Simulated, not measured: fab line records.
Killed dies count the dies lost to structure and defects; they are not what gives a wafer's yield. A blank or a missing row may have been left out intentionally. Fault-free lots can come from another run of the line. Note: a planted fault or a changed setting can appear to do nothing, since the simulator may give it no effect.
Split-lot experiment -- flow n5_finfet -- 39 wafers read from 7 lots, route of 1938 steps

THE SPLIT ITSELF
At N5_BEOL_M12_SPUTTER_45 (material Cu, target thk 80 nm, time 13.33 s), the setting time_s was moved away from the recipe's 13.33 s on 15 of the 39 wafers read, by -57.8% to -23.9%. All remaining wafers had this setting at the recipe value.

FROM THE SPLIT TO THE READING: what the file shows between them, 3 steps
- N5_BEOL_M12_ECD_47: material Cu, target thk 720 nm
- N5_BEOL_M12_ANNEAL_48: time 90 s
- N5_BEOL_M12_DEP_53: deposits SiCN from 3MS/NH3, target thk 30 nm, time 10.5 s

THE READING
raw_defect_count, at N5_BEOL_M12_INSPECT_55 (inspects for defects (darkfield)). Typical for fault-free wafers on this fab line: 66, with standard deviation 24.

wafer,"tool, chamber at the split","time_s as run, s",against the recipe,raw_defect_count,against lot-mates on the recipe
L074.1,"pvd_sputter-02, -",6.445,-51.7%,180,+132
L074.2,"pvd_sputter-02, -",13.33,recipe,51,-
L074.3,"pvd_sputter-02, -",13.33,recipe,54,-
L074.4,"pvd_sputter-02, -",13.33,recipe,40,-
L074.5,"pvd_sputter-02, -",6.445,-51.7%,205,+157
L074.6,"pvd_sputter-02, -",6.445,-51.7%,199,+151
L075.1,"pvd_sputter-02, -",10.15,-23.9%,88,-2
L075.2,"pvd_sputter-02, -",10.15,-23.9%,85,-5
L075.3,"pvd_sputter-02, -",13.33,recipe,109,-
L075.4,"pvd_sputter-02, -",10.15,-23.9%,96,+6
L075.5,"pvd_sputter-02, -",13.33,recipe,70,-
L075.6,"pvd_sputter-02, -",13.33,recipe,92,-
L076.1,"pvd_sputter-03, -",5.63,-57.8%,279,+218
L076.2,"pvd_sputter-03, -",13.33,recipe,60,-
L076.3,"pvd_sputter-03, -",13.33,recipe,44,-
L076.4,"pvd_sputter-03, -",5.63,-57.8%,244,+183
L076.5,"pvd_sputter-03, -",13.33,recipe,79,-
L076.6,"pvd_sputter-03, -",5.63,-57.8%,243,+182
L077.1,"pvd_sputter-02, -",13.33,recipe,52,-
L077.2,"pvd_sputter-02, -",5.667,-57.5%,232,+181
L077.3,"pvd_sputter-02, -",13.33,recipe,58,-
L077.4,"pvd_sputter-02, -",13.33,recipe,42,-
L077.5,"pvd_sputter-02, -",5.667,-57.5%,265,+214
L077.6,"pvd_sputter-02, -",5.667,-57.5%,244,+193
L088.1,"pvd_sputter-03, -",13.33,recipe,77,-
L088.2,"pvd_sputter-03, -",13.33,recipe,44,-
L088.3,"pvd_sputter-03, -",13.33,recipe,49,-
L088.4,"pvd_sputter-03, -",13.33,recipe,54,-
L088.5,"pvd_sputter-03, -",13.33,recipe,77,-
L088.6,"pvd_sputter-03, -",13.33,recipe,60,-
L090.1,"pvd_sputter-03, -",13.33,recipe,60,-
L090.2,"pvd_sputter-03, -",8.015,-39.9%,122,+59
L090.3,"pvd_sputter-03, -",13.33,recipe,53,-
L090.4,"pvd_sputter-03, -",8.015,-39.9%,129,+66
L090.5,"pvd_sputter-03, -",13.33,recipe,75,-
L090.6,"pvd_sputter-03, -",8.015,-39.9%,118,+55
L092.4,"pvd_sputter-03, -",13.33,recipe,70,-
L092.5,"pvd_sputter-03, -",13.33,recipe,53,-
L092.6,"pvd_sputter-03, -",13.33,recipe,68,-

FIT RESULTS
A straight line over all 39 wafers: raw_defect_count changes by -2.86 for each +1% of time_s; r = -0.94; the points scatter about the line by 26.
The same after taking each lot's own level away (the mean of its wafers on the recipe; 39 wafers): -2.97 for each +1%; r = -0.93; scatter 30.
According to that fit, moving time_s by its largest amount changes the reading by 1.7e+02.
Across the lots, their own levels run from 48.3 to 90.3, a range of 1.7 times the standard deviation given above.
The two slopes agree, so the slope changes little with the lot-to-lot level.
Check: with one of the wafers moved furthest among these (-57.8%) left out of the fit, the line predicts +159 for it against its lot-mates. Against them it came out at +218.

OTHER SPLITS ON THESE WAFERS
Note: prior to the reading, these wafers also went through further splits. Each is held against what the fit with the lots' levels taken away leaves over:
other split on the same wafers,wafers away from the commonest value,r with raw_defect_count (lot level and that fit taken away)
N5_BEOL_M6_TRENCH_ETCH_37 target_depth_a,12,+0.16
N5_BEOL_M10_ILD_DEP_00 target_thk_a,15,+0.23

THE FILE'S OWN FIT
raw_defect_count changes by -2.83 for each +1% of time_s, r = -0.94.
